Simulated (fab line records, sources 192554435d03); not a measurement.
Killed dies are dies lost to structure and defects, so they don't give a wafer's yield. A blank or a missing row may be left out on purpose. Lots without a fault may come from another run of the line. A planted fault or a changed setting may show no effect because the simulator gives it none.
fab line records | flow n5_finfet
record lots=4 wafers=10 last_day=19
route steps=1938 shown BEOL_M1@758 BEOL_M4@1111
lots that met no fault: from a run of the same line without faults
start_h: hours from the record's first day to the start of the lot's first wafer shown | wait_h: hours since the lot's step before | " the same as in the row above | L1.1+2: a row that stands for several wafers | - no value, or no start given | * or withheld: withheld | < > ~ a bound
route shown NAME@n: a module of which the file shows steps, and the number in the route of the first | usual: mean/standard deviation of fault-free wafers | same: alike in all rows | chamber/n: place in a boat | sites: the reading at each site | _std_site: their standard deviation | _edge_site: outer sites' mean less inner sites' | radius_mm: how far each site lies from the wafer's centre | mask NAME#n: copy n | behind: the tool/chamber that last shaped the wafer | hold: why the lot was held/for how many hours/how that ended | device: the transistor (n, p or np) that didn't switch | end of line: the same wafers' tests at the end of the route | a step without rows: its recipe alone | killed: dies lost to structure and defects at the first sort, not the wafer's yield | map: a wafer's dies, x killed, . not, _ none there
set.NAME: the setting as run; set.NAME@STEP: as run at that earlier step | model.NAME: the simulator's own value behind a step, which no gauge read
lots at some steps of the route; a table a step, a row a wafer
services: from which hour (start_h, from the record's first day; less than 0 if before it) a tool's chamber was out of use, for how many hours, and why
## steps
# step N5_BEOL_M1_COAT_05
# recipe resist=CAR-EUV spin_rpm=1500 resist_thk_nm=30
# step N5_BEOL_M1_EBR_07
# recipe solvent=PGMEA ebr_width_mm=1.5
# step N5_BEOL_M1_SOFTBAKE_06
# recipe temp_c=110 time_s=60 resist=CAR-EUV
# step N5_BEOL_M1_EXPOSE_08
# recipe mask_id=M1 na=0.33 source_shape=dipole sigma_inner=0.369 sigma_outer=0.767 polarization=unpolarized dose_mj=33
# step N5_BEOL_M1_PEB_09
# recipe peb_temp_c=100 peb_time_s=60 resist=CAR-EUV
# step N5_BEOL_M1_DEVELOP_10
# recipe develop_time_s=30 developer=TMAH resist=CAR-EUV rinse_liquid=surfactant_rinse dry=air_spin dev_temp_c=23
# step N5_BEOL_M1_DESCUM_16
# recipe chemistry=O2 time_s=7 source_power_w=50 bias_power_w=20 pressure_mtorr=20 rf_frequency_hz=2.712e+07 temp_c=40 resist=CAR-EUV o2_flow_sccm=225
# step N5_BEOL_M1_ETCH_74
# recipe chemistry=N2/H2 target=underlayer target_depth_a=65 mask_material=CAR-EUV time_s=5.2 ion_energy_ev=200 pressure_mtorr=30 source_w=840 bias_w=150 n2_flow_sccm=200 h2_flow_sccm=200 ends=cleared
# step N5_BEOL_M1_ETCH_63
# recipe chemistry=CF4 target=SiARC target_depth_a=156 mask_material=CAR-EUV time_s=26 ion_energy_ev=80 pressure_mtorr=40 source_w=545 bias_w=36 Ar_flow_sccm=100 cf4_flow_sccm=100 ends=cleared
# step N5_BEOL_M1_ETCH_64
# recipe chemistry=N2/H2 target=SOC target_depth_a=750 overetch_a=150 mask_material=SiARC temp_c=40 time_s=112.5 ion_energy_ev=200 pressure_mtorr=30 source_w=840 bias_w=150 n2_flow_sccm=200 h2_flow_sccm=200
# usual chamber_pressure_mTorr=30.000/0.026 drypump_motor_current_A=5.6/0.67 oes_product_au=0.60/0.049 rf_vpp_V=524.2/2.3 showerhead_plenum_p_Torr=2.55/0.086 throttle_valve_pct=17.90/0.21
# columns lot.wafer tool chamber start_h wait_h chamber_pressure_mTorr drypump_motor_current_A oes_product_au rf_hours_counter_h rf_vpp_V showerhead_plenum_p_Torr throttle_valve_pct model.SiARC_of_BEOL_M1_COAT_62.thk_nm model.BEOL_M1.cd_offset_nm
L409.2 rie_diel-01 1 150.92 0.0 30.009 5.2 0.56 216 526.6 2.61 17.77 6.6 0.2
L409.4 " 0 " " 29.993 5.0 0.61 148 527.4 2.65 18.05 6.6 0.4
L409.6 " 0 " " 30.006 5.0 0.62 - 527.9 2.65 18.04 6.6 0.2
L424.1 rie_diel-01 2 254.83 0.0 30.003 5.6 0.59 177 521.5 2.51 17.96 4.4 1.2
L424.5 " 3 " " 29.997 4.8 0.55 - 523.4 2.50 18.16 6.8 0
L427.2 rie_diel-01 2 255.81 0.0 29.993 5.6 0.59 177 523.2 2.51 17.97 6.8 -0.2
L427.3 " 0 " " 29.991 5.0 0.58 185 525.6 2.63 18.13 4.2 1.2
L428.2 rie_diel-06 3 268.58 0.0 30.015 5.4 0.57 199 523.0 2.52 17.98 6.8 0.2
L428.4 " 0 " " 29.989 6.4 0.64 98 525.6 2.67 17.57 7 0.4
L428.5 " 2 " " 30.010 6.5 0.68 - 521.7 2.49 17.50 6.8 0.4
# step N5_BEOL_M1_STRIP_65
# recipe chemistry=N2/H2 temp_c=40 n2_flow_sccm=200 h2_flow_sccm=200 rf_frequency_hz=6e+07
# step N5_BEOL_M1_STRIP_75
# recipe chemistry=N2/H2 temp_c=40 n2_flow_sccm=200 h2_flow_sccm=200 rf_frequency_hz=6e+07
# step N5_BEOL_M1_STRIP_66
# recipe chemistry=CF4 resist=SiARC power_w=300 bias_power_w=75 pressure_mtorr=50 cf4_flow_sccm=150 rf_frequency_hz=6e+07
# step N5_BEOL_M1_HM_OPEN_17
# recipe chemistry=Cl2/BCl3 target_depth_a=200 overetch_a=60 target=TiN mask_material=SOC ion_energy_ev=150 pressure_mtorr=10 icp_w=1000 bias_w=126 Cl2_flow_sccm=53.25 bcl3_flow_sccm=21.75 Ar_flow_sccm=25
# usual chamber_pressure_mTorr=10.001/0.0093 drypump_motor_current_A=5.8/0.31 oes_product_au=0.71/0.086 throttle_valve_pct=22.06/0.23
# columns lot.wafer tool chamber start_h wait_h chamber_pressure_mTorr drypump_motor_current_A oes_product_au rf_hours_counter_h throttle_valve_pct model.BEOL_M1.cd_offset_nm
L409.2 rie_metal-02 1 151.09 0.0 10.001 5.7 0.77 6 22.04 0.2
L409.4 " 1 " " 10.012 5.6 0.76 - 22.04 0.6
L409.6 " 1 " " 10.008 5.7 0.77 - 22.04 0.2
L424.1 rie_metal-03 0 254.99 0.0 9.995 6.0 0.72 27 22.15 1.2
L424.5 " 1 " " 9.999 6.2 0.82 - 21.98 0
L427.2 rie_metal-02 1 255.98 0.0 10.004 5.6 0.73 15 22.05 -0.2
L427.3 " 0 " " 10.012 5.9 0.66 - 21.70 1.4
L428.2 rie_metal-01 1 268.75 0.0 10.004 5.2 0.65 41 22.13 0.2
L428.4 " 0 " " 9.997 5.8 0.78 - 22.24 0.2
L428.5 " 0 " " 10.010 5.8 0.79 - 22.26 0.2
# step N5_BEOL_M1_STRIP_19
# recipe chemistry=O2 power_w=400 temp_c=40 pressure_mtorr=30 rf_frequency_hz=6e+07 bias_power_w=0 overash_fraction=0.2 o2_flow_sccm=225
# step N5_BEOL_M1_CD_MEAS_18
# recipe pitch_nm=36 target_cd_nm=18
# usual cd_nm=18.2/0.36
# columns lot.wafer tool chamber start_h wait_h cd_nm
L409.2 cd_sem-01 - 151.27 0.1 18.3
L409.4 " - " " 18.3
L409.6 " - " " 18.4
L424.1 cd_sem-01 - 255.28 0.0 19.3
L424.5 " - " " 18.3
L427.2 cd_sem-01 - 256.36 0.1 17.6
L427.3 " - " " 19.7
L428.2 cd_sem-02 - 268.93 0.1 18.1
L428.4 " - " " 18.6
L428.5 " - " " 18.0
# step N5_BEOL_M1_COAT_67
# recipe resist=SOC temp_c=250 time_s=60 spin_rpm=1500 resist_thk_nm=60
# step N5_BEOL_M1_COAT_68
# recipe resist=SiARC temp_c=220 time_s=60 spin_rpm=1500 resist_thk_nm=12
# step N5_BEOL_M1_COAT_76
# recipe resist=underlayer temp_c=205 time_s=60 spin_rpm=1500 resist_thk_nm=5
# step N5_BEOL_M1_COAT_22
# recipe resist=CAR-EUV spin_rpm=1500 resist_thk_nm=30
# step N5_BEOL_M1_EBR_24
# recipe solvent=PGMEA ebr_width_mm=1.5
# step N5_BEOL_M1_SOFTBAKE_23
# recipe temp_c=110 time_s=60 resist=CAR-EUV
# step N5_BEOL_M1_EXPOSE_25
# recipe mask_id=V0 na=0.33 source_shape=quasar sigma_inner=0.2 sigma_outer=0.8 polarization=unpolarized defocus_nm=5 target_cd_nm=24 dose_mj=63
# step N5_BEOL_M1_PEB_26
# recipe peb_temp_c=100 peb_time_s=60 resist=CAR-EUV
# step N5_BEOL_M1_DEVELOP_27
# recipe develop_time_s=30 developer=TMAH resist=CAR-EUV rinse_liquid=surfactant_rinse dry=air_spin dev_temp_c=23
# step N5_BEOL_M1_DESCUM_33
# recipe chemistry=O2 time_s=7 source_power_w=50 bias_power_w=20 pressure_mtorr=20 rf_frequency_hz=2.712e+07 temp_c=40 resist=CAR-EUV o2_flow_sccm=225
# step N5_BEOL_M1_ETCH_77
# recipe chemistry=N2/H2 target=underlayer target_depth_a=65 mask_material=CAR-EUV time_s=5.2 ion_energy_ev=200 pressure_mtorr=30 source_w=840 bias_w=150 n2_flow_sccm=200 h2_flow_sccm=200 ends=cleared
# step N5_BEOL_M1_ETCH_69
# recipe chemistry=CF4 target=SiARC target_depth_a=156 mask_material=CAR-EUV time_s=26 ion_energy_ev=80 pressure_mtorr=40 source_w=545 bias_w=36 Ar_flow_sccm=100 cf4_flow_sccm=100 ends=cleared
# step N5_BEOL_M1_ALD_98
# recipe material=SiO2 target_thk_a=25 temp_c=100 ald_precursor_family=BDEAS ald_co_reactant=O2-plasma pulse_time_s=1 co_reactant_pulse_time_s=1 purge_time_s=2 co_reactant_purge_time_s=2 ald_cycles=17 pressure_torr=2
# step N5_BEOL_M1_ETCHBACK_99
# recipe chemistry=CHF3 target=SiO2 target_depth_a=50 time_s=10.4 source_w=215 bias_w=47 Ar_flow_sccm=200 CHF3_flow_sccm=12 ion_energy_ev=100 pressure_mtorr=30
# step N5_BEOL_M1_ETCH_70
# recipe chemistry=N2/H2 target=SOC target_depth_a=800 overetch_a=160 mask_material=SiARC temp_c=40 time_s=120 ion_energy_ev=200 pressure_mtorr=30 source_w=840 bias_w=150 n2_flow_sccm=200 h2_flow_sccm=200
# step N5_BEOL_M1_STRIP_71
# recipe chemistry=N2/H2 temp_c=40 n2_flow_sccm=200 h2_flow_sccm=200 rf_frequency_hz=6e+07
# step N5_BEOL_M1_STRIP_78
# recipe chemistry=N2/H2 temp_c=40 n2_flow_sccm=200 h2_flow_sccm=200 rf_frequency_hz=6e+07
# step N5_BEOL_M1_VIA_ETCH_34
# recipe chemistry=C4F6/O2 target_depth_a=678 mask_material=SOC pressure_mtorr=15 ion_energy_ev=250 taper_deg=4 time_s=64.4 source_w=350 bias_w=170 Ar_flow_sccm=300 C4F6_flow_sccm=10 O2_flow_sccm=10
# step N5_BEOL_M1_STRIP_83
# recipe chemistry=C4F6/O2 resist=SiARC rf_frequency_hz=6e+07
# step N5_BEOL_M1_STRIP_36
# recipe chemistry=N2/H2 power_w=450 temp_c=40 pressure_mtorr=20 rf_frequency_hz=6e+07 overash_fraction=0.3 bias_power_w=7 h2_frac=0.5 n2_flow_sccm=200 h2_flow_sccm=200
# step N5_BEOL_M1_CD_MEAS_35
# recipe target_cd_nm=18 target_cd_y_nm=21 polarity=opening
# usual cd_nm=18.2/0.37
# columns lot.wafer tool chamber start_h wait_h cd_nm
L409.2 cd_sem-03 - 152.86 0.0 18.0
L409.4 " - " " 18.8
L409.6 " - " " 18.2
L424.1 cd_sem-03 - 259.53 0.0 19.1
L424.5 " - " " 17.9
L427.2 cd_sem-03 - 262.90 0.0 18.1
L427.3 " - " " 19.4
L428.2 cd_sem-01 - 280.51 0.0 18.3
L428.4 " - " " 17.8
L428.5 " - " " 18.5
# step N5_BEOL_M4_RC_MEAS_101
# usual DIBL_N=36.3/1.9 DIBL_P=36.0/2.1 IOFF_N=0.16/0.031 IOFF_P=0.21/0.035 ION_N=675/14 ION_P=464/8.5 SS_N=71.5/0.6 SS_P=73.3/0.72 VT_N=250/3.2 VT_P=-250/3.1
# columns lot.wafer tool chamber start_h wait_h DIBL_N[mV/V] DIBL_P[mV/V] IOFF_N[nA/um] IOFF_P[nA/um] ION_N[uA/um] ION_P[uA/um] SS_N[mV/dec] SS_P[mV/dec] VT_N[mV] VT_P[mV]
L409.2 prober-02 0 186.20 0.2 35.7 36.1 0.15 0.20 679 466 71.0 73.9 252 -252
L409.4 " 0 " " 38.5 39.5 0.18 0.25 674 465 72.0 74.8 252 -247
L409.6 " 0 " " 34.7 35.2 0.13 0.19 660 457 71.1 73.1 252 -255
L424.1 prober-01 0 320.86 0.0 35.8 37.3 0.17 0.23 676 462 71.7 73.7 249 -248
L424.5 " 0 " " 36.2 36.0 0.17 0.21 665 456 72.4 73.4 251 -252
L427.2 prober-02 0 324.74 0.2 35.5 35.9 0.15 0.22 698 483 71.4 73.2 249 -250
L427.3 " 0 " " 33.4 33.9 0.11 0.20 652 462 71.5 71.7 255 -248
L428.2 prober-01 0 340.83 0.2 36.4 36.4 0.14 0.21 650 452 71.2 72.6 254 -250
L428.4 " 0 " " 35.2 35.1 0.14 0.19 665 461 71.4 72.9 250 -254
L428.5 " 0 " " 36.7 37.6 0.17 0.22 663 457 71.0 73.8 252 -250
## services
# columns tool chamber start_h hours kind
rie_metal-01 - 127.81 0.4 repair
rie_diel-06 2 128.02 - clean
rie_diel-06 2 128.02 - consumable_replace:focus_ring
rie_diel-06 2 128.02 22.3 scheduled_down
rie_diel-06 2 128.02 22.3 vent_cycle
rie_metal-01 1 141.82 15.0 repair
rie_metal-02 - 144.10 1.1 repair
rie_metal-02 - 165.01 0.2 repair
rie_diel-06 - 168.33 28.1 pm
rie_metal-03 1 192.54 5.3 repair
rie_metal-03 - 204.44 0.5 repair
rie_metal-02 - 205.98 2.8 pm
rie_metal-03 1 222.54 - clean
rie_metal-03 1 222.54 21.0 scheduled_down
rie_metal-03 1 222.54 21.0 vent_cycle
rie_metal-01 0 227.38 - clean
rie_metal-01 0 227.38 18.4 scheduled_down
rie_metal-01 0 227.38 18.4 vent_cycle
rie_metal-02 1 239.77 14.1 repair
rie_diel-01 1 249.23 - clean
rie_diel-01 1 249.23 - consumable_replace:focus_ring
rie_diel-01 1 249.23 20.2 scheduled_down
rie_diel-01 1 249.23 20.2 vent_cycle
rie_metal-02 0 252.88 2.0 repair
## key
first_sign step=N5_BEOL_M1_CD_MEAS_18 reading=cd_nm direction=up sigmas=3.7 usual=18.2 struck=19.5
effect step=N5_BEOL_M1_CD_MEAS_35 reading=cd_nm direction=up sigmas=2.8 usual=18.2 struck=19.2
model_effect step=N5_BEOL_M1_ETCH_64 value=SiARC_of_BEOL_M1_COAT_62.thk_nm without=6.7 struck=4.3
model_effect step=N5_BEOL_M1_HM_OPEN_17 value=BEOL_M1.cd_offset_nm without=0.3 struck=1.3
met_at N5_BEOL_M1_ETCH_64
struck_wafers L424.1,L427.3
onset_between 150.92 254.83
fault kind=process_parameter_drift tool=rie_diel-01 chamber=- onset_h=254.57 steps=N5_BEOL_M1_ETCH_64 channel=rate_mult offset=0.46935 shape=step end_h=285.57 scope=struck_wafers_only
